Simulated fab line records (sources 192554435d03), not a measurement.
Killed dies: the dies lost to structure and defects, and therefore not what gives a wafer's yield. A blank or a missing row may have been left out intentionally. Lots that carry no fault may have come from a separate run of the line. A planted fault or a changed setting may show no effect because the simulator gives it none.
The tool behind it: which one?	flow n5_finfet	66 wafers from 22 lots sampled at 6 of the route's 1938 steps

WHAT EACH GAUGE READ, for each wafer
Not one reading of a measure or inspect step in the record can be checked against a usual standard deviation.

WHAT TOOL EACH LOT RAN ON (gives the tool, then ch and the chambers of the sampled wafers, and finally the start)
lot	N5_BEOL_M0_SAQP_MANDREL_ETCH_103	N5_BEOL_M0_SAQP_ETCH_106	N5_BEOL_M0_SAQP_MANDREL2_REMOVE_110	N5_BEOL_M0_SAQP_ETCH_88	N5_BEOL_M0_SAQP_ETCH_49	N5_BEOL_M0_DEGAS_112
L074	rie_si-03 ch 1,2,3, day 5 15:41	rie_diel-02 ch 0,1,3, day 5 16:13	rie_si-04 ch 0,2,3, day 5 17:09	rie_diel-04 ch 0,2,3, day 5 17:51	rie_diel-04 ch 0,1,2, day 5 18:44	pvd_sputter-03, day 5 21:26
L075	rie_si-03 ch 0,1,2, day 5 23:13	rie_diel-06 ch 0,2, day 5 23:44	rie_si-03 ch 1,3, day 6 00:41	rie_diel-06 ch 0,3, day 6 01:24	rie_diel-06 ch 2,3, day 6 02:10	pvd_sputter-02, day 6 04:03
L076	rie_si-02 ch 0,1,2, day 6 03:31	rie_diel-02 ch 1,2,3, day 6 04:03	rie_si-04 ch 0,3, day 6 05:07	rie_diel-04 ch 0,2,3, day 6 05:55	rie_diel-02 ch 0,2, day 6 06:41	pvd_sputter-02, day 6 09:22
L077	rie_si-03 ch 0,2,3, day 6 06:28	rie_diel-04 ch 0,3, day 6 07:00	rie_si-04 ch 2,3, day 6 07:56	rie_diel-04 ch 0,1,2, day 6 08:31	rie_diel-02 ch 1,3, day 6 09:31	pvd_sputter-03, day 6 11:38
L078	rie_si-03 ch 2,3, day 6 14:19	rie_diel-06 ch 2,3, day 6 14:50	rie_si-04 ch 1,2, day 6 15:53	rie_diel-02 ch 0,3, day 6 16:35	rie_diel-02 ch 0,1,3, day 6 17:22	pvd_sputter-01, day 6 18:58
L079	rie_si-04 ch 2,3, day 6 20:06	rie_diel-02 ch 0,3, day 6 20:38	rie_si-02 ch 1,2,3, day 6 21:35	rie_diel-02 ch 0,1, day 6 22:10	rie_diel-06 ch 0,1, day 6 22:56	pvd_sputter-03, day 7 02:47
L080	rie_si-03 ch 0,1, day 7 02:04	rie_diel-06 ch 0,1, day 7 02:36	rie_si-02 ch 0,1, day 7 04:31	rie_diel-04 ch 0,1,2, day 7 05:26	rie_diel-04 ch 0,2, day 7 06:13	pvd_sputter-02, day 7 12:22
L082	rie_si-04 ch 1,3, day 7 13:04	rie_diel-06 ch 0,1,2, day 7 13:36	rie_si-04 ch 1,2,3, day 7 15:53	rie_diel-02 ch 1,2, day 7 16:35	rie_diel-02 ch 2,3, day 7 17:21	pvd_sputter-01, day 7 19:49
L083	rie_si-04 ch 1,2,3, day 7 20:00	rie_diel-04 ch 1,3, day 7 20:32	rie_si-04 ch 0,1, day 7 21:49	rie_diel-04 ch 0,2, day 7 22:44	rie_diel-06 ch 0,1, day 7 23:31	pvd_sputter-01, day 8 01:19
L084	rie_si-02 ch 0,1, day 8 00:08	rie_diel-02 ch 0,2,3, day 8 00:40	rie_si-03 ch 0,1,3, day 8 01:49	rie_diel-04 ch 0,3, day 8 02:26	rie_diel-02 ch 1,2, day 8 03:17	pvd_sputter-03, day 8 04:58
L085	rie_si-04 ch 0,3, day 8 04:06	rie_diel-04 ch 0,2, day 8 04:38	rie_si-02 ch 1,2,3, day 8 05:38	rie_diel-02 ch 0,1,2, day 8 06:14	rie_diel-06 ch 0,3, day 8 07:01	pvd_sputter-03, day 8 08:53
L086	rie_si-03 ch 1,2, day 9 01:18	rie_diel-06 ch 1,2,3, day 9 01:55	rie_si-03 ch 0,2,3, day 9 02:52	rie_diel-02 ch 0,1,2, day 9 03:34	rie_diel-04 ch 0,1,3, day 9 04:21	pvd_sputter-03, day 9 06:07
L087	rie_si-02 ch 1,2, day 9 02:11	rie_diel-04 ch 0,3, day 9 02:43	rie_si-04 ch 0,1,2, day 9 03:40	rie_diel-04 ch 0,2,3, day 9 04:30	rie_diel-06 ch 1,2, day 9 05:17	pvd_sputter-03, day 9 09:55
L088	rie_si-03 ch 0,1,2, day 9 12:22	rie_diel-02 ch 1,2,3, day 9 12:53	rie_si-02 ch 0,1,3, day 9 14:01	rie_diel-02 ch 0,1,2, day 9 14:41	rie_diel-02 ch 1,3, day 9 15:32	pvd_sputter-03, day 9 18:11
L090	rie_si-04 ch 0,1,2, day 9 15:11	rie_diel-02 ch 1,3, day 9 15:43	rie_si-03 ch 1,2,3, day 9 16:39	rie_diel-02 ch 2,3, day 9 17:59	rie_diel-02 ch 0,1,2, day 9 18:48	pvd_sputter-03, day 9 21:39
L091	rie_si-03 ch 0,1,2, day 9 20:23	rie_diel-02 ch 0,2,3, day 9 20:55	rie_si-04 ch 1,2,3, day 9 21:52	rie_diel-02 ch 1,2,3, day 9 22:26	rie_diel-02 ch 0,1,3, day 9 23:13	pvd_sputter-01, day 10 04:45
L092	rie_si-03 ch 0,2, day 10 02:55	rie_diel-06 ch 0,2, day 10 03:26	rie_si-04 ch 1,2,3, day 10 05:32	rie_diel-02 ch 0,1,2, day 10 06:13	rie_diel-06 ch 2,3, day 10 06:59	pvd_sputter-02, day 10 11:32
L093	rie_si-04 ch 0,1,2, day 10 13:31	rie_diel-06 ch 0,2,3, day 10 14:02	rie_si-04 ch 0,2,3, day 10 15:19	rie_diel-02 ch 0,1,3, day 10 15:53	rie_diel-04 ch 0,1,2, day 10 16:40	pvd_sputter-02, day 10 21:01
L094	rie_si-04 ch 2,3, day 10 17:50	rie_diel-02 ch 0,2, day 10 18:22	rie_si-02 ch 0,1,3, day 10 19:19	rie_diel-04 ch 0,1,2, day 10 20:01	rie_diel-04 ch 0,1,3, day 10 20:50	pvd_sputter-03, day 10 23:32
L095	rie_si-02 ch 0,2,3, day 11 03:00	rie_diel-02 ch 1,2,3, day 11 03:38	rie_si-03 ch 0,2,3, day 11 04:59	rie_diel-06 ch 1,3, day 11 05:45	rie_diel-02 ch 0,1, day 11 06:39	pvd_sputter-02, day 11 10:55
L096	rie_si-03 ch 0,1, day 11 05:23	rie_diel-06 ch 2,3, day 11 05:59	rie_si-03 ch 1,2,3, day 11 07:07	rie_diel-04 ch 1,2,3, day 11 07:41	rie_diel-04 ch 2,3, day 11 08:38	pvd_sputter-02, day 11 13:06
L097	rie_si-03 ch 1,2,3, day 11 08:31	rie_diel-06 ch 1,3, day 11 09:02	rie_si-04 ch 0,2, day 11 10:10	rie_diel-04 ch 0,1,2, day 11 10:44	rie_diel-02 ch 2,3, day 11 11:31	pvd_sputter-02, day 11 14:46
- N5_BEOL_M0_SAQP_MANDREL_ETCH_103: etches a-Si in HBr/Cl2, stops on SiCN, target depth 45 nm, bt time 10 s, time 27 s.
- N5_BEOL_M0_SAQP_ETCH_106: etches SOC in N2/H2, stops on SiNx, target depth 150 nm.
- N5_BEOL_M0_SAQP_MANDREL2_REMOVE_110: chemistry HBr/Cl2/O2, target a-Si, stops on SiCN, bt time 10 s.
- N5_BEOL_M0_SAQP_ETCH_88: etches underlayer in N2/H2, target depth 6.5 nm, time 5.2 s.
- N5_BEOL_M0_SAQP_ETCH_49: etches SiO2 in CF4/O2, target depth 37 nm.
- N5_BEOL_M0_DEGAS_112: time 60 s.

AS READ BY THE TOOLS THEMSELVES (means over the sampled wafers that have a number; for cases with no such wafer, the mark the record gives instead)
N5_BEOL_M0_SAQP_MANDREL_ETCH_103.
lot	tool	drypump_motor_current_A (A)	oes_product_au (a.u.)	throttle_valve_pct (%)
L074	rie_si-03	5.5	0.684	35.42
L075	rie_si-03	5.6	0.671	35.49
L076	rie_si-02	6.1	0.688	35.31
L077	rie_si-03	5.5	0.686	35.32
L078	rie_si-03	5.0	0.678	35.35
L079	rie_si-04	5.7	0.682	35.28
L080	rie_si-03	6.0	0.683	35.55
L082	rie_si-04	5.8	0.673	35.35
L083	rie_si-04	5.8	0.669	35.29
L084	rie_si-02	6.4	0.685	35.07
L085	rie_si-04	5.4	0.683	35.43
L086	rie_si-03	5.6	0.690	35.55
L087	rie_si-02	6.0	0.688	35.50
L088	rie_si-03	5.6	0.678	35.49
L090	rie_si-04	5.7	0.676	35.33
L091	rie_si-03	5.6	0.676	35.50
L092	rie_si-03	5.1	0.679	35.41
L093	rie_si-04	5.7	0.675	35.33
L094	rie_si-04	5.8	0.674	35.23
L095	rie_si-02	5.7	0.688	35.37
L096	rie_si-03	6.0	0.675	35.46
L097	rie_si-03	5.5	0.695	35.40

N5_BEOL_M0_SAQP_ETCH_106.
lot	tool	drypump_motor_current_A (A)	oes_product_au (a.u.)	rf_vpp_V (V)	showerhead_plenum_p_Torr (Torr)	throttle_valve_pct (%)
L074	rie_diel-02	5.3	0.75	241.3	2.59	17.93
L075	rie_diel-06	5.2	0.72	240.4	2.53	17.79
L076	rie_diel-02	5.7	0.74	241.6	2.61	17.88
L077	rie_diel-04	5.3	0.83	241.1	2.58	17.69
L078	rie_diel-06	5.9	0.73	240.5	2.53	18.12
L079	rie_diel-02	5.1	0.73	240.7	2.62	17.91
L080	rie_diel-06	5.1	0.71	241.0	2.56	17.75
L082	rie_diel-06	5.4	0.73	240.9	2.57	17.92
L083	rie_diel-04	5.8	0.78	241.3	2.63	17.78
L084	rie_diel-02	5.6	0.80	241.9	2.60	17.89
L085	rie_diel-04	5.0	0.83	240.7	2.49	17.78
L086	rie_diel-06	5.9	0.81	240.8	2.56	17.99
L087	rie_diel-04	5.2	0.81	241.1	2.57	17.71
L088	rie_diel-02	5.7	0.81	241.2	2.60	17.80
L090	rie_diel-02	5.2	0.75	241.6	2.62	17.83
L091	rie_diel-02	5.6	0.77	240.8	2.59	17.91
L092	rie_diel-06	5.5	0.72	239.9	2.52	17.99
L093	rie_diel-06	5.7	0.77	240.0	2.52	17.88
L094	rie_diel-02	6.0	0.83	240.9	2.57	17.89
L095	rie_diel-02	5.7	0.80	241.7	2.60	17.82
L096	rie_diel-06	6.1	0.83	240.3	2.51	17.92
L097	rie_diel-06	5.8	0.78	241.9	2.59	17.97

N5_BEOL_M0_SAQP_MANDREL2_REMOVE_110.
lot	tool	drypump_motor_current_A (A)	oes_product_au (a.u.)	throttle_valve_pct (%)
L074	rie_si-04	5.6	0.987	36.61
L075	rie_si-03	5.9	1.011	36.76
L076	rie_si-04	5.5	0.988	36.67
L077	rie_si-04	5.7	0.990	36.56
L078	rie_si-04	5.9	0.986	36.48
L079	rie_si-02	5.6	1.005	36.84
L080	rie_si-02	6.3	1.006	36.54
L082	rie_si-04	5.8	0.987	36.56
L083	rie_si-04	5.5	0.988	36.70
L084	rie_si-03	5.9	0.989	36.68
L085	rie_si-02	5.6	1.000	36.85
L086	rie_si-03	5.5	0.999	36.61
L087	rie_si-04	5.7	0.986	36.59
L088	rie_si-02	5.9	0.998	36.62
L090	rie_si-03	5.5	1.009	36.66
L091	rie_si-04	5.8	0.993	36.55
L092	rie_si-04	5.8	0.996	36.56
L093	rie_si-04	5.6	0.992	36.61
L094	rie_si-02	5.9	0.996	36.63
L095	rie_si-03	5.5	0.996	36.60
L096	rie_si-03	5.5	1.004	36.67
L097	rie_si-04	5.7	0.983	36.55

N5_BEOL_M0_SAQP_ETCH_88.
lot	tool	drypump_motor_current_A (A)	etch_rf_on_time_s (s)	oes_product_au (a.u.)	rf_vpp_V (V)	showerhead_plenum_p_Torr (Torr)	throttle_valve_pct (%)
L074	rie_diel-04	5.2	5.17	0.73	523.2	2.54	17.75
L075	rie_diel-06	5.8	5.21	0.58	523.6	2.52	17.99
L076	rie_diel-04	5.1	5.15	0.73	524.4	2.54	17.75
L077	rie_diel-04	5.4	5.10	0.70	524.8	2.56	17.80
L078	rie_diel-02	5.1	5.27	0.63	525.9	2.62	17.94
L079	rie_diel-02	5.4	5.33	0.63	524.3	2.54	18.13
L080	rie_diel-04	5.4	5.16	0.69	524.8	2.56	17.80
L082	rie_diel-02	5.9	5.19	0.74	524.5	2.58	17.85
L083	rie_diel-04	5.0	5.10	0.72	522.2	2.49	17.82
L084	rie_diel-04	5.2	5.08	0.70	524.4	2.57	17.74
L085	rie_diel-02	5.8	5.29	0.70	523.8	2.56	17.98
L086	rie_diel-02	5.8	5.31	0.69	524.8	2.56	17.98
L087	rie_diel-04	5.1	5.09	0.71	525.0	2.53	17.80
L088	rie_diel-02	5.8	5.30	0.69	525.0	2.56	17.98
L090	rie_diel-02	5.5	5.24	0.68	526.5	2.64	17.82
L091	rie_diel-02	5.7	5.25	0.69	526.1	2.60	17.85
L092	rie_diel-02	5.8	5.25	0.68	524.4	2.56	17.97
L093	rie_diel-02	5.3	5.35	0.62	524.9	2.58	18.02
L094	rie_diel-04	5.4	5.13	0.67	521.9	2.55	17.85
L095	rie_diel-06	6.0	5.06	0.72	523.6	2.55	17.92
L096	rie_diel-04	5.5	5.19	0.68	524.7	2.55	17.87
L097	rie_diel-04	5.4	5.11	0.67	525.1	2.55	17.85

N5_BEOL_M0_SAQP_ETCH_49.
lot	tool	drypump_motor_current_A (A)	mfc_ar_sccm (sccm)	oes_product_au (a.u.)	rf_vpp_V (V)	showerhead_plenum_p_Torr (Torr)	throttle_valve_pct (%)
L074	rie_diel-04	5.4	100.1	0.83	244	2.23	15.82
L075	rie_diel-06	6.0	100.1	0.74	241	2.19	16.04
L076	rie_diel-02	5.7	99.9	0.71	241	2.22	16.09
L077	rie_diel-02	5.2	100.0	0.78	241	2.26	15.70
L078	rie_diel-02	5.3	100.0	0.77	241	2.23	15.84
L079	rie_diel-06	5.3	99.9	0.75	239	2.26	15.95
L080	rie_diel-04	5.1	100.0	0.83	243	2.21	15.84
L082	rie_diel-02	5.9	100.1	0.92	242	2.28	15.73
L083	rie_diel-06	5.3	99.9	0.74	238	2.26	15.98
L084	rie_diel-02	5.9	100.3	0.85	241	2.23	15.79
L085	rie_diel-06	5.8	99.7	0.87	239	2.17	15.61
L086	rie_diel-04	5.5	100.1	0.80	238	2.25	15.79
L087	rie_diel-06	5.6	100.2	0.75	241	2.26	16.11
L088	rie_diel-02	5.2	99.8	0.76	241	2.26	15.74
L090	rie_diel-02	5.8	100.0	0.81	241	2.22	15.90
L091	rie_diel-02	5.3	100.3	0.74	240	2.22	15.87
L092	rie_diel-06	5.9	99.9	0.80	241	2.18	15.94
L093	rie_diel-04	5.4	99.8	0.79	242	2.22	15.90
L094	rie_diel-04	5.5	99.8	0.78	239	2.25	15.82
L095	rie_diel-02	5.6	100.0	0.74	239	2.19	15.93
L096	rie_diel-04	5.1	99.6	0.83	245	2.18	15.92
L097	rie_diel-02	5.9	100.0	0.84	242	2.27	15.78

N5_BEOL_M0_DEGAS_112.
lot	tool	heater_power_w (W)
L074	pvd_sputter-03	371
L075	pvd_sputter-02	320
L076	pvd_sputter-02	322
L077	pvd_sputter-03	356
L078	pvd_sputter-01	320
L079	pvd_sputter-03	345
L080	pvd_sputter-02	314
L082	pvd_sputter-01	323
L083	pvd_sputter-01	326
L084	pvd_sputter-03	380
L085	pvd_sputter-03	372
L086	pvd_sputter-03	337
L087	pvd_sputter-03	353
L088	pvd_sputter-03	320
L090	pvd_sputter-03	361
L091	pvd_sputter-01	315
L092	pvd_sputter-02	326
L093	pvd_sputter-02	320
L094	pvd_sputter-03	364
L095	pvd_sputter-02	351
L096	pvd_sputter-02	319
L097	pvd_sputter-02	330

THE ANSWER, worked out from the rows above alone
Rule: usual is defined by the lots themselves. Put in order of their means at a reading, lots are off if they are a third of the lots or fewer, leave a main group of 4 or more, and stand apart from it by a gap of 3 or more times the standard deviation of the main group's means; of several such gaps the widest counts. The tables above print the reading to a certain number of digits; a main group whose means all agree to those digits is not used. A lot without any number at a reading at which 4 lots or more have one is off too. Any other lot the step has rows for is counted as sound. First the gauges in route order, then the tools' own readings, where a lot's mean is used as printed above. The first step at which some lot is off is used, and at that step the reading that is off furthest; a lot without a number counts as furthest.
Across all readings shown, no lot is off: no conclusion can be drawn from this.

WHAT HAD BEEN PUT IN BY THE SIMULATOR
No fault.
